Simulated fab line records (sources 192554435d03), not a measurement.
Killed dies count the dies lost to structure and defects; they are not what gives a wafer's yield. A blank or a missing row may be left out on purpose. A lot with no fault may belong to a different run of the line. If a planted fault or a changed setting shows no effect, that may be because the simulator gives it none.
fab line records	flow n5-finfet
record lots=24	wafers=72	last-day=19
route steps=1938 shown BEOL_M9@1461 BEOL_M10@1474
lots that met no fault: from a run of the same line without faults
start-h: the number of hours between the record's first day and the start of the first shown wafer of the lot	wait-h: hours elapsed since this lot's preceding step	" same as the row above	L1.1+2: a row that stands for several wafers	- no value, or no start given	* or withheld: withheld	< > ~ a bound
route shown NAME@n: a module of which the file shows steps, and the number in the route of the first	usual: mean/standard deviation taken from wafers without a fault	same: alike in all rows	chamber/n: place in a boat	sites: per-site readings	_std_site: standard deviation across them	_edge_site: the outer-site mean with the inner-site mean subtracted	radius-mm: how far each site lies from the wafer's centre	mask NAME#n: copy n	behind: the most recent tool/chamber to have shaped the wafer	hold: the reason the lot was held/the length of the hold in hours/how it ended	device: transistor that didn't switch, given as n, p or np	end of line: the same wafers' tests at the end of the route	where a step has no rows: the recipe by itself	killed: dies that structure and defects cost at the first sort, which is not the same as the wafer's yield	map: per-die view of a wafer (x killed, . not killed, _ where there is no die)
set.NAME: the setting the step ran with; set.NAME@STEP: the setting that earlier step ran with	model.NAME: the simulator's own value behind a step, which no gauge read
the route's steps for a sample of lots (tables are steps, rows are wafers)
services: when a tool's chamber went out of use (start-h, in hours from the record's first day, below 0 if earlier), for how many hours, and the reason
## steps
# step N5_BEOL_M9_SPUTTER_48
# recipe material=Cu	target-thk-a=120	temp-c=-20	bias-v=60	power-w=26000	chamber-pressure-pa=0.13	time-s=2
# usual throttle-valve-pct=30.0/1.2
lot.wafer	tool	chamber	start-h	wait-h	throttle-valve-pct
L077.1	pvd-sputter-02	-	240.35	0.1	29.5
L077.2	"	-	"	"	29.3
L077.5	"	-	"	"	29.6
L074.1	pvd-sputter-02	-	244.41	0.1	29.3
L074.2	"	-	"	"	29.5
L074.3	"	-	"	"	29.2
L075.1	pvd-sputter-03	-	245.48	0.4	29.9
L075.3	"	-	"	"	31.3
L075.5	"	-	"	"	31.2
L076.2	pvd-sputter-01	-	254.75	0.2	29.3
L076.5	"	-	"	"	29.3
L076.6	"	-	"	"	29.6
L078.2	pvd-sputter-03	-	264.31	0.1	30.7
L078.3	"	-	"	"	30.7
L078.4	"	-	"	"	31.2
L079.1	pvd-sputter-02	-	264.73	0.1	31.2
L079.2	"	-	"	"	29.1
L079.6	"	-	"	"	29.7
L080.1	pvd-sputter-01	-	274.20	0.1	29.6
L080.3	"	-	"	"	29.1
L080.5	"	-	"	"	28.7
L081.1	pvd-sputter-03	-	303.17	0.1	31.4
L081.2	"	-	"	"	30.6
L081.6	"	-	"	"	30.7
L082.1	pvd-sputter-03	-	304.11	0.1	29.8
L082.4	"	-	"	"	30.3
L082.5	"	-	"	"	31.0
L085.1	pvd-sputter-03	-	309.65	0.1	30.9
L085.2	"	-	"	"	29.8
L085.4	"	-	"	"	31.4
L084.1	pvd-sputter-03	-	309.83	0.1	30.8
L084.3	"	-	"	"	29.8
L084.6	"	-	"	"	30.8
L083.3	pvd-sputter-03	-	316.81	0.2	31.0
L083.4	"	-	"	"	30.7
L083.6	"	-	"	"	31.5
L087.1	pvd-sputter-02	-	330.09	0.1	31.2
L087.2	"	-	"	"	29.0
L087.3	"	-	"	"	29.4
L086.2	pvd-sputter-01	-	333.98	0.2	26.6
L086.5	"	-	"	"	26.4
L086.6	"	-	"	"	29.7
L088.1	pvd-sputter-03	-	336.63	0.1	31.4
L088.4	"	-	"	"	31.5
L088.5	"	-	"	"	29.9
L089.2	pvd-sputter-01	-	337.12	0.2	26.3
L089.3	"	-	"	"	28.8
L089.6	"	-	"	"	29.2
L090.1	pvd-sputter-03	-	343.86	0.1	31.3
L090.3	"	-	"	"	30.8
L090.5	"	-	"	"	29.8
L092.1	pvd-sputter-01	-	345.26	0.2	29.7
L092.3	"	-	"	"	26.6
L092.6	"	-	"	"	26.6
L093.3	pvd-sputter-03	-	353.75	0.1	31.1
L093.4	"	-	"	"	31.3
L093.5	"	-	"	"	31.3
L091.1	pvd-sputter-01	-	354.15	0.1	26.9
L091.4	"	-	"	"	29.4
L091.6	"	-	"	"	29.5
L094.1	pvd-sputter-03	-	362.87	0.1	30.6
L094.2	"	-	"	"	31.0
L094.4	"	-	"	"	29.9
L095.1	pvd-sputter-01	-	373.71	1.1	29.7
L095.4	"	-	"	"	28.8
L095.5	"	-	"	"	29.0
L096.1	pvd-sputter-03	-	377.16	0.2	29.7
L096.5	"	-	"	"	30.5
L096.6	"	-	"	"	31.5
L097.2	pvd-sputter-03	-	393.84	0.9	30.6
L097.3	"	-	"	"	31.7
L097.6	"	-	"	"	30.1
# step N5_BEOL_M9_CMP_52
# recipe stop-on=SiCOH_lowk	t-overpolish-s=7	down-force-psi=1	platen-rpm=50	clearing-platen-down-force-psi=1.5	clearing-platen-rpm=50	post-cmp-clean=cu-alkaline	target-thk-nm=140	clearing-platen-pad-velocity-m-s=0.99484	pad-velocity-m-s=0.99484
# usual barrier-field-endpoint-s=29.1/0.86	motor-current-A=5.8/0.44	overpolish-run-s=7.001/0.0086	retaining-ring-pressure-frac=1.000/0.0054	slurry-flow-ml-min=150.0/0.48	time-to-endpoint-s=67/4.1
lot.wafer	tool	chamber	start-h	wait-h	barrier-field-endpoint-s	motor-current-A	overpolish-run-s	retaining-ring-pressure-frac	slurry-flow-ml-min	time-to-endpoint-s
L077.2	cmp-02	2	240.92	0.2	29.6	5.2	7.002	0.995	150.6	66
L077.1	"	0	"	"	29.5	6.4	6.994	1.007	149.7	70
L077.5	"	1	"	"	29.8	5.3	7.009	0.995	150.0	68
L074.3	cmp-03	0	244.98	0.2	29.1	6.7	6.991	0.994	150.4	68
L074.1	"	1	"	"	29.1	5.7	7.012	0.997	150.3	68
L074.2	"	2	"	"	29.9	6.0	7.012	1.002	149.2	72
L075.3	cmp-02	3	246.08	0.2	29.5	6.7	6.995	1.000	150.1	70
L075.1	"	0	"	"	29.9	6.0	6.990	1.005	150.6	74
L075.5	"	2	"	"	28.8	5.3	7.017	0.993	150.4	68
L076.2	cmp-01	3	255.40	0.3	29.1	5.8	7.005	1.005	149.7	66
L076.6	"	2	"	"	28.8	5.6	6.997	1.001	150.3	61
L076.5	"	3	"	"	29.8	5.9	7.010	1.007	150.7	69
L078.3	cmp-01	1	264.84	0.2	28.4	5.4	7.005	1.005	150.2	70
L078.4	"	2	"	"	29.4	5.5	6.992	0.993	150.3	66
L078.2	"	0	"	"	29.2	5.2	6.983	1.004	150.0	72
L079.1	cmp-01	2	265.45	0.3	28.1	6.0	7.001	0.997	149.9	66
L079.2	"	0	"	"	29.3	5.2	7.004	1.007	150.8	70
L079.6	"	2	"	"	28.4	6.0	6.989	1.012	150.0	64
L080.1	cmp-03	3	275.07	0.3	28.4	5.9	6.999	0.987	150.2	62
L080.3	"	2	"	"	31.3	6.5	7.000	1.003	150.0	75
L080.5	"	0	"	"	31.1	6.5	7.006	1.000	150.4	70
L081.2	cmp-02	2	303.69	0.2	28.0	5.1	7.004	0.997	149.6	65
L081.1	"	0	"	"	28.3	5.8	6.987	0.992	149.9	67
L081.6	"	2	"	"	28.2	5.1	6.998	0.994	150.6	64
L082.4	cmp-03	0	304.96	0.2	28.0	6.3	6.994	0.992	150.1	64
L082.1	"	2	"	"	29.0	6.1	7.005	1.000	150.5	71
L082.5	"	0	"	"	29.2	6.4	7.000	0.999	149.3	66
L085.1	cmp-03	2	310.22	0.3	29.5	6.1	7.000	1.000	149.2	75
L085.2	"	3	"	"	27.8	5.6	7.002	1.004	149.5	63
L085.4	"	0	"	"	28.8	6.5	6.997	1.000	150.5	69
L084.1	cmp-03	1	310.77	0.3	28.0	5.5	7.001	0.984	150.3	64
L084.3	"	0	"	"	29.1	6.7	6.992	0.997	149.3	67
L084.6	"	1	"	"	28.8	5.8	6.997	0.994	149.6	65
L083.3	cmp-01	3	317.42	0.3	30.4	5.8	6.998	0.999	150.0	69
L083.4	"	0	"	"	30.7	5.1	6.992	1.001	150.0	67
L083.6	"	2	"	"	29.4	5.8	7.006	1.001	150.4	67
L087.1	cmp-03	1	330.62	0.3	28.2	5.5	7.015	1.006	149.9	62
L087.3	"	2	"	"	29.7	6.1	6.988	0.998	149.7	74
L087.2	"	0	"	"	29.3	6.5	7.021	1.007	150.5	67
L086.2	cmp-03	1	334.77	0.3	29.3	5.8	7.007	0.994	150.3	63
L086.6	"	3	"	"	28.3	5.8	7.011	0.992	150.8	57
L086.5	"	0	"	"	30.0	6.2	6.987	0.998	150.2	66
L088.1	cmp-03	1	337.15	0.3	28.7	5.8	7.006	1.004	150.1	68
L088.4	"	0	"	"	29.7	6.5	7.007	0.990	149.8	68
L088.5	"	1	"	"	28.3	5.5	7.010	0.995	150.6	68
L089.3	cmp-02	0	337.74	0.2	29.6	6.1	7.002	1.001	150.0	70
L089.2	"	1	"	"	29.0	5.4	6.998	0.996	149.1	67
L089.6	"	1	"	"	29.0	5.3	7.005	1.002	149.9	67
L090.1	cmp-02	3	344.68	0.5	27.7	6.6	6.993	1.006	150.2	65
L090.3	"	0	"	"	29.6	6.2	6.997	0.995	150.4	69
L090.5	"	2	"	"	29.2	4.8	6.988	0.998	150.0	64
L092.1	cmp-03	1	345.99	0.3	28.4	5.4	7.012	0.995	150.3	62
L092.3	"	3	"	"	27.7	6.0	6.998	0.993	150.7	59
L092.6	"	1	"	"	28.6	5.8	6.998	1.006	150.2	62
L093.3	cmp-02	3	354.90	0.2	29.6	6.3	7.011	1.000	150.7	70
L093.4	"	0	"	"	29.5	6.1	6.997	1.001	150.2	71
L093.5	"	2	"	"	29.1	5.3	7.002	1.001	150.7	68
L091.4	cmp-01	2	355.42	0.2	27.9	6.0	7.009	1.003	149.4	65
L091.1	"	0	"	"	29.2	5.0	7.004	0.995	150.7	71
L091.6	"	1	"	"	30.6	5.7	7.011	1.001	149.9	74
L094.1	cmp-01	0	364.03	0.3	28.3	5.2	6.996	1.001	150.4	68
L094.4	"	1	"	"	28.2	5.7	6.996	1.015	149.5	67
L094.2	"	3	"	"	28.2	5.6	7.001	1.002	149.9	69
L095.4	cmp-03	0	374.27	0.2	29.2	6.6	7.008	1.001	150.2	66
L095.1	"	2	"	"	30.5	6.3	7.002	1.004	150.1	71
L095.5	"	0	"	"	29.2	6.7	6.988	1.005	149.2	67
L096.1	cmp-03	1	377.76	0.3	28.6	5.7	6.995	0.994	150.4	65
L096.5	"	3	"	"	28.1	5.6	7.003	1.006	149.3	61
L096.6	"	0	"	"	28.8	6.2	6.982	0.993	148.9	68
L097.2	cmp-03	1	394.50	0.3	28.0	5.6	6.999	1.009	150.1	66
L097.3	"	2	"	"	30.1	6.2	7.006	0.999	150.5	75
L097.6	"	0	"	"	29.3	6.5	7.000	0.996	150.9	72
# step N5_BEOL_M10_HM_DEP_02
# recipe material=TiN	target-thk-a=200	temp-c=25	chamber-pressure-pa=0.49996
# usual throttle-valve-pct=29.5/1.3
lot.wafer	tool	chamber	start-h	wait-h	throttle-valve-pct
L077.1	pvd-sputter-03	-	243.84	1.3	30.8
L077.2	"	-	"	"	31.0
L077.5	"	-	"	"	30.1
L074.1	pvd-sputter-03	-	247.90	1.8	30.8
L074.2	"	-	"	"	31.5
L074.3	"	-	"	"	31.0
L075.1	pvd-sputter-01	-	248.22	0.6	29.8
L075.3	"	-	"	"	28.7
L075.5	"	-	"	"	26.7
L076.2	pvd-sputter-01	-	256.93	0.4	26.7
L076.5	"	-	"	"	29.6
L076.6	"	-	"	"	28.8
L078.2	pvd-sputter-03	-	267.41	1.4	30.6
L078.3	"	-	"	"	31.4
L078.4	"	-	"	"	29.7
L079.1	pvd-sputter-01	-	267.52	0.9	29.3
L079.2	"	-	"	"	26.5
L079.6	"	-	"	"	29.1
L080.1	pvd-sputter-01	-	276.25	0.0	28.9
L080.3	"	-	"	"	26.6
L080.5	"	-	"	"	28.6
L081.1	pvd-sputter-02	-	308.22	3.4	29.5
L081.2	"	-	"	"	29.0
L081.6	"	-	"	"	28.8
L082.1	pvd-sputter-02	-	308.52	2.5	29.3
L082.4	"	-	"	"	31.1
L082.5	"	-	"	"	28.9
L085.1	pvd-sputter-01	-	312.23	0.9	29.3
L085.2	"	-	"	"	26.6
L085.4	"	-	"	"	29.4
L084.1	pvd-sputter-01	-	312.53	0.6	29.3
L084.3	"	-	"	"	29.6
L084.6	"	-	"	"	29.5
L083.3	pvd-sputter-03	-	320.59	2.1	31.5
L083.4	"	-	"	"	30.0
L083.6	"	-	"	"	31.4
L087.1	pvd-sputter-01	-	332.34	0.6	26.7
L087.2	"	-	"	"	29.5
L087.3	"	-	"	"	28.9
L086.2	pvd-sputter-01	-	336.46	0.6	26.8
L086.5	"	-	"	"	29.7
L086.6	"	-	"	"	29.6
L088.1	pvd-sputter-02	-	340.55	2.2	29.3
L088.4	"	-	"	"	28.8
L088.5	"	-	"	"	29.3
L089.2	pvd-sputter-03	-	340.95	1.6	30.9
L089.3	"	-	"	"	31.5
L089.6	"	-	"	"	31.8
L090.1	pvd-sputter-02	-	346.75	0.9	31.3
L090.3	"	-	"	"	29.1
L090.5	"	-	"	"	29.6
L092.1	pvd-sputter-03	-	347.93	0.8	30.3
L092.3	"	-	"	"	30.9
L092.6	"	-	"	"	31.0
L093.3	pvd-sputter-02	-	357.31	1.3	29.2
L093.4	"	-	"	"	29.4
L093.5	"	-	"	"	31.2
L091.1	pvd-sputter-02	-	357.51	1.0	29.4
L091.4	"	-	"	"	29.1
L091.6	"	-	"	"	31.5
L094.1	pvd-sputter-01	-	366.02	0.8	28.6
L094.2	"	-	"	"	29.3
L094.4	"	-	"	"	26.7
L095.1	pvd-sputter-03	-	376.96	1.5	30.9
L095.4	"	-	"	"	31.1
L095.5	"	-	"	"	30.9
L096.1	pvd-sputter-02	-	380.60	1.8	29.2
L096.5	"	-	"	"	29.2
L096.6	"	-	"	"	28.9
L097.2	pvd-sputter-01	-	395.71	0.1	28.6
L097.3	"	-	"	"	29.6
L097.6	"	-	"	"	26.8
# step N5_BEOL_M10_OVL_MEAS_12
# recipe points-per-wafer=44
# usual M10_OVL=0.2/0.86
lot.wafer	tool	chamber	start-h	wait-h	M10_OVL[nm]
L077.1	overlay-02	0	244.37	0.0	0.5
L077.2	"	0	"	"	2.0
L077.5	"	0	"	"	0.1
L074.1	overlay-02	0	248.43	0.0	-2.1
L074.2	"	0	"	"	0.0
L074.3	"	0	"	"	-1.6
L075.1	overlay-01	0	248.75	0.0	-0.3
L075.3	"	0	"	"	0.7
L075.5	"	0	"	"	0.4
L076.2	overlay-02	0	257.46	0.0	0.8
L076.5	"	0	"	"	1.0
L076.6	"	0	"	"	0.5
L078.2	overlay-01	0	267.82	0.0	-0.5
L078.3	"	0	"	"	0.0
L078.4	"	0	"	"	0.5
L079.1	overlay-01	0	267.92	0.0	0.1
L079.2	"	0	"	"	0.4
L079.6	"	0	"	"	1.4
L080.1	overlay-01	0	276.78	0.0	1.5
L080.3	"	0	"	"	0.6
L080.5	"	0	"	"	0.1
L081.1	overlay-02	0	308.74	0.0	-1.5
L081.2	"	0	"	"	-0.1
L081.6	"	0	"	"	0.0
L082.1	overlay-01	0	308.92	0.0	0.4
L082.4	"	0	"	"	-0.8
L082.5	"	0	"	"	0.9
L085.1	overlay-02	0	312.76	0.0	0.4
L085.2	"	0	"	"	0.2
L085.4	"	0	"	"	0.0
L084.1	overlay-01	0	313.06	0.0	1.3
L084.3	"	0	"	"	1.0
L084.6	"	0	"	"	0.9
L083.3	overlay-01	0	321.01	0.0	-0.6
L083.4	"	0	"	"	0.4
L083.6	"	0	"	"	1.1
L087.1	overlay-02	0	332.87	0.0	0.0
L087.2	"	0	"	"	-0.9
L087.3	"	0	"	"	-0.5
L086.2	overlay-01	0	336.99	0.0	1.0
L086.5	"	0	"	"	1.4
L086.6	"	0	"	"	1.2
L088.1	overlay-02	0	341.08	0.0	0.7
L088.4	"	0	"	"	0.9
L088.5	"	0	"	"	0.2
L089.2	overlay-01	0	341.35	0.0	0.1
L089.3	"	0	"	"	1.1
L089.6	"	0	"	"	0.1
L090.1	overlay-01	0	347.15	0.0	0.1
L090.3	"	0	"	"	0.3
L090.5	"	0	"	"	0.2
L092.1	overlay-01	0	348.46	0.0	1.2
L092.3	"	0	"	"	0.6
L092.6	"	0	"	"	1.1
L093.3	overlay-02	0	357.84	0.0	-0.3
L093.4	"	0	"	"	0.6
L093.5	"	0	"	"	0.0
L091.1	overlay-02	0	358.04	0.0	-1.8
L091.4	"	0	"	"	-0.2
L091.6	"	0	"	"	-1.8
L094.1	overlay-02	0	366.43	0.0	-0.2
L094.2	"	0	"	"	0.1
L094.4	"	0	"	"	-0.3
L095.1	overlay-02	0	377.49	0.0	-0.2
L095.4	"	0	"	"	-1.0
L095.5	"	0	"	"	-1.0
L096.1	overlay-01	0	381.00	0.0	-0.2
L096.5	"	0	"	"	0.2
L096.6	"	0	"	"	-1.0
L097.2	overlay-02	0	396.25	0.0	0.9
L097.3	"	0	"	"	0.6
L097.6	"	0	"	"	1.6
# step N5_BEOL_M10_STRIP_67
# recipe chemistry=CF4	resist=SiARC	power-w=300	bias-power-w=75	pressure-mtorr=50	cf4-flow-sccm=150	rf-frequency-hz=6e+07
# usual bias-power-w=74.99/0.23	drypump-motor-current-A=5.8/0.42	oes-product-au=0.83/0.087	power-w=300.1/0.85	rf-vpp-V=271.0/1.5	showerhead-plenum-p-Torr=1.79/0.06	throttle-valve-pct=13.57/0.22
lot.wafer	tool	chamber	start-h	wait-h	bias-power-w	drypump-motor-current-A	oes-product-au	power-w	rf-hours-counter-h	rf-vpp-V	showerhead-plenum-p-Torr	throttle-valve-pct
L077.1	rie-diel-01	1	244.66	0.0	74.69	5.5	0.87	300.5	52	269.4	1.76	13.69
L077.2	"	0	"	"	75.21	6.0	0.70	298.9	222	272.8	1.85	14.07
L077.5	"	3	"	"	74.96	5.2	0.70	298.8	-	269.0	1.72	13.83
L074.1	rie-diel-04	2	248.72	0.0	74.64	6.0	0.89	300.5	26	272.9	1.83	13.50
L074.2	"	3	"	"	74.71	5.9	0.71	301.4	204	270.3	1.69	13.41
L074.3	"	1	"	"	75.02	5.8	0.86	300.0	51	270.6	1.82	13.24
L075.1	rie-diel-04	3	249.04	0.0	75.25	6.0	0.71	300.8	205	270.4	1.69	13.41
L075.3	"	1	"	"	75.22	5.8	0.85	298.1	52	270.2	1.82	13.22
L075.5	"	3	"	"	75.37	6.0	0.71	300.9	-	267.6	1.69	13.44
L076.2	rie-diel-04	1	257.75	0.0	75.14	5.8	0.85	300.5	55	272.3	1.82	13.24
L076.5	"	2	"	"	74.72	6.1	0.87	299.2	-	271.7	1.83	13.51
L076.6	"	1	"	"	74.82	5.8	0.85	300.9	-	272.0	1.82	13.24
L078.2	rie-diel-05	0	268.10	0.0	74.69	6.4	0.69	299.8	231	270.6	1.76	13.93
L078.3	"	1	"	"	74.43	5.8	0.83	301.3	54	270.1	1.76	13.60
L078.4	"	3	"	"	74.93	6.6	0.96	302.1	13	271.7	1.83	13.19
L079.1	rie-diel-05	0	268.36	0.0	74.57	6.5	0.69	297.6	231	271.7	1.76	13.95
L079.2	"	2	"	"	75.13	5.1	0.78	299.5	123	271.3	1.88	13.58
L079.6	"	1	"	"	75.27	5.8	0.83	299.7	-	269.7	1.76	13.59
L080.1	rie-diel-01	0	277.61	0.0	74.87	6.0	0.70	300.3	235	272.3	1.85	14.10
L080.3	"	2	"	"	75.30	6.1	0.96	299.8	8	269.0	1.78	13.40
L080.5	"	2	"	"	75.36	6.1	0.95	300.4	-	269.8	1.78	13.43
L081.1	rie-diel-04	1	309.18	0.0	75.12	5.8	0.83	300.1	72	271.8	1.82	13.28
L081.2	"	2	"	"	74.93	6.0	0.85	301.3	47	270.2	1.83	13.55
L081.6	"	3	"	"	74.94	6.0	0.69	300.5	-	268.4	1.69	13.48
L082.1	rie-diel-01	1	309.21	0.0	75.16	5.5	0.83	299.0	78	268.5	1.76	13.76
L082.4	"	1	"	"	75.12	5.5	0.83	299.7	-	270.0	1.76	13.77
L082.5	"	0	"	"	75.22	6.0	0.68	300.3	-	272.4	1.85	14.10
L085.1	rie-diel-01	2	313.06	0.0	74.86	6.1	0.91	301.2	24	270.1	1.77	13.44
L085.2	"	0	"	"	75.27	6.0	0.68	299.0	251	273.1	1.85	14.13
L085.4	"	0	"	"	74.96	6.0	0.68	299.9	-	271.4	1.85	14.12
L084.1	rie-diel-05	0	313.35	0.0	74.94	6.5	0.68	300.3	246	271.1	1.75	13.96
L084.3	"	3	"	"	75.20	6.6	0.92	300.7	27	272.3	1.83	13.23
L084.6	"	1	"	"	74.84	5.8	0.81	299.7	-	269.9	1.75	13.62
L083.3	rie-diel-05	1	321.50	0.0	74.91	5.7	0.81	301.0	72	269.5	1.75	13.64
L083.4	"	2	"	"	74.84	5.1	0.76	300.4	142	272.2	1.87	13.63
L083.6	"	3	"	"	74.90	6.6	0.91	299.0	-	273.2	1.82	13.24
L087.1	rie-diel-01	2	333.64	0.0	74.75	6.1	0.90	301.3	34	270.1	1.77	13.47
L087.2	"	1	"	"	74.76	5.5	0.82	299.9	90	269.4	1.75	13.79
L087.3	"	3	"	"	74.70	5.2	0.95	298.4	7	274.3	1.92	13.34
L086.2	rie-diel-04	1	337.27	0.0	75.18	5.8	0.82	300.7	81	271.5	1.82	13.31
L086.5	"	0	"	"	75.15	5.8	0.78	300.0	-	268.9	1.72	13.64
L086.6	"	3	"	"	75.41	6.0	0.69	299.4	-	269.3	1.69	13.49
L088.1	rie-diel-04	0	342.20	0.0	75.05	5.7	0.78	300.9	128	269.9	1.72	13.64
L088.4	"	2	"	"	75.27	6.0	0.83	299.6	58	272.4	1.83	13.58
L088.5	"	3	"	"	75.12	6.0	0.68	299.9	-	270.2	1.69	13.50
L089.2	rie-diel-01	1	342.27	0.0	75.40	5.5	0.83	300.6	94	272.1	1.75	13.81
L089.3	"	3	"	"	74.77	5.2	0.94	300.5	10	273.1	1.92	13.33
L089.6	"	2	"	"	75.10	6.1	0.89	299.4	-	270.1	1.77	13.48
L090.1	rie-diel-05	3	347.51	0.0	74.86	6.6	0.90	300.4	37	273.7	1.82	13.25
L090.3	"	0	"	"	75.24	6.5	0.97	300.1	1	269.4	1.75	13.38
L090.5	"	2	"	"	74.70	5.1	0.75	300.1	-	271.3	1.87	13.65
L092.1	rie-diel-01	2	349.32	0.0	74.94	6.1	0.90	300.2	41	270.7	1.77	13.48
L092.3	"	3	"	"	75.07	5.2	0.93	300.4	14	273.3	1.92	13.34
L092.6	"	3	"	"	75.15	5.2	0.93	300.5	-	274.8	1.92	13.34
L093.3	rie-diel-05	0	358.28	0.0	74.57	6.4	0.96	300.1	4	271.0	1.75	13.41
L093.4	"	3	"	"	75.16	6.6	0.90	299.5	40	273.4	1.82	13.26
L093.5	"	0	"	"	74.68	6.4	0.96	300.7	-	272.0	1.75	13.40
L091.1	rie-diel-05	3	358.53	0.0	74.84	6.6	0.89	300.0	40	271.2	1.82	13.26
L091.4	"	0	"	"	74.55	6.5	0.96	298.5	4	270.6	1.75	13.40
L091.6	"	1	"	"	74.93	5.8	0.80	300.4	-	270.8	1.75	13.66
L094.1	rie-diel-05	0	367.20	0.0	74.89	6.5	0.94	299.7	8	269.8	1.75	13.41
L094.2	"	1	"	"	74.93	5.8	0.79	299.4	89	269.8	1.75	13.68
L094.4	"	2	"	"	74.94	5.1	0.75	300.0	158	273.9	1.87	13.68
L095.1	rie-diel-01	0	377.78	0.0	74.95	6.0	0.95	299.1	16	272.1	1.84	13.60
L095.4	"	0	"	"	74.94	6.0	0.96	299.6	-	271.7	1.84	13.58
L095.5	"	1	"	"	74.94	5.5	0.81	300.5	-	267.1	1.75	13.85
L096.1	rie-diel-04	2	381.64	0.0	74.81	6.0	0.83	300.6	72	272.6	1.82	13.60
L096.5	"	0	"	"	75.05	5.7	0.76	299.8	-	270.1	1.71	13.69
L096.6	"	2	"	"	74.65	6.0	0.82	300.8	-	273.0	1.82	13.62
L097.2	rie-diel-01	2	396.54	0.0	74.77	6.1	0.86	300.0	59	268.7	1.76	13.53
L097.3	"	0	"	"	74.76	6.0	0.93	299.4	23	270.4	1.84	13.58
L097.6	"	0	"	"	75.03	6.0	0.94	299.1	-	272.2	1.84	13.59
# step N5_BEOL_M10_CD_MEAS_18
# recipe pitch-nm=140	target-cd-nm=70
# usual cd-nm=69.9/0.66
lot.wafer	tool	chamber	start-h	wait-h	cd-nm
L077.1	cd-sem-02	-	244.93	0.0	71.1
L077.2	"	-	"	"	70.0
L077.5	"	-	"	"	71.0
L074.1	cd-sem-02	-	248.94	0.0	70.5
L074.2	"	-	"	"	69.4
L074.3	"	-	"	"	69.4
L075.1	cd-sem-02	-	249.26	0.0	69.9
L075.3	"	-	"	"	70.0
L075.5	"	-	"	"	70.0
L076.2	cd-sem-03	-	257.97	0.1	69.8
L076.5	"	-	"	"	69.9
L076.6	"	-	"	"	69.0
L078.2	cd-sem-02	-	268.33	0.1	69.8
L078.3	"	-	"	"	68.4
L078.4	"	-	"	"	69.1
L079.1	cd-sem-01	-	268.58	0.0	69.5
L079.2	"	-	"	"	69.9
L079.6	"	-	"	"	70.5
L080.1	cd-sem-03	-	277.86	0.0	69.6
L080.3	"	-	"	"	70.0
L080.5	"	-	"	"	69.6
L081.1	cd-sem-02	-	309.44	0.0	70.0
L081.2	"	-	"	"	70.2
L081.6	"	-	"	"	70.0
L082.1	cd-sem-01	-	309.48	0.1	69.6
L082.4	"	-	"	"	70.1
L082.5	"	-	"	"	68.9
L085.1	cd-sem-02	-	313.31	0.0	69.5
L085.2	"	-	"	"	68.9
L085.4	"	-	"	"	68.9
L084.1	cd-sem-03	-	313.67	0.0	70.6
L084.3	"	-	"	"	70.0
L084.6	"	-	"	"	69.5
L083.3	cd-sem-01	-	321.85	0.1	69.1
L083.4	"	-	"	"	69.3
L083.6	"	-	"	"	67.9
L087.1	cd-sem-02	-	333.91	0.0	70.7
L087.2	"	-	"	"	69.1
L087.3	"	-	"	"	70.5
L086.2	cd-sem-03	-	337.50	0.1	69.8
L086.5	"	-	"	"	69.3
L086.6	"	-	"	"	69.1
L088.1	cd-sem-02	-	342.44	0.0	70.3
L088.4	"	-	"	"	70.1
L088.5	"	-	"	"	70.0
L089.2	cd-sem-01	-	342.53	0.1	70.3
L089.3	"	-	"	"	70.0
L089.6	"	-	"	"	71.1
L090.1	cd-sem-01	-	347.73	0.0	69.7
L090.3	"	-	"	"	69.7
L090.5	"	-	"	"	69.6
L092.1	cd-sem-03	-	349.54	0.0	69.9
L092.3	"	-	"	"	68.8
L092.6	"	-	"	"	70.6
L093.3	cd-sem-03	-	358.72	0.1	69.8
L093.4	"	-	"	"	70.5
L093.5	"	-	"	"	70.2
L091.1	cd-sem-02	-	358.75	0.0	70.4
L091.4	"	-	"	"	70.3
L091.6	"	-	"	"	70.5
L094.1	cd-sem-03	-	367.52	0.0	70.3
L094.2	"	-	"	"	70.1
L094.4	"	-	"	"	69.9
L095.1	cd-sem-01	-	378.00	0.0	70.3
L095.4	"	-	"	"	68.8
L095.5	"	-	"	"	69.1
L096.1	cd-sem-02	-	382.00	0.0	70.0
L096.5	"	-	"	"	69.9
L096.6	"	-	"	"	69.0
L097.2	cd-sem-03	-	396.86	0.1	69.6
L097.3	"	-	"	"	69.8
L097.6	"	-	"	"	69.9
## services
tool	chamber	start-h	hours	kind
rie-diel-01	0	225.24	4.7	repair
rie-diel-01	2	230.49	-	clean
rie-diel-01	2	230.49	-	consumable-replace:focus-ring
rie-diel-01	2	230.49	26.0	scheduled-down
rie-diel-01	2	230.49	26.0	vent-cycle
rie-diel-05	-	234.04	0.4	repair
cmp-03	-	248.26	4.0	pm
cmp-03	-	252.26	-	consumable-replace:conditioner
cmp-03	-	252.26	-	consumable-replace:pad
cmp-02	-	260.86	2.8	repair
cmp-01	-	261.54	1.2	repair
rie-diel-05	3	279.85	1.7	repair
cmp-03	-	287.63	2.2	repair
cmp-02	-	318.15	4.4	repair
rie-diel-05	3	328.32	4.4	repair
cmp-01	-	338.96	5.2	pm
cmp-02	-	340.17	3.2	repair
cmp-02	-	362.72	5.2	pm
rie-diel-01	3	364.06	16.3	repair
cmp-01	-	365.94	4.0	pm
cmp-02	-	368.64	4.3	repair
cmp-02	-	373.61	1.6	repair
rie-diel-05	0	376.70	8.0	repair
cmp-02	-	391.86	4.0	pm
## key
fault none
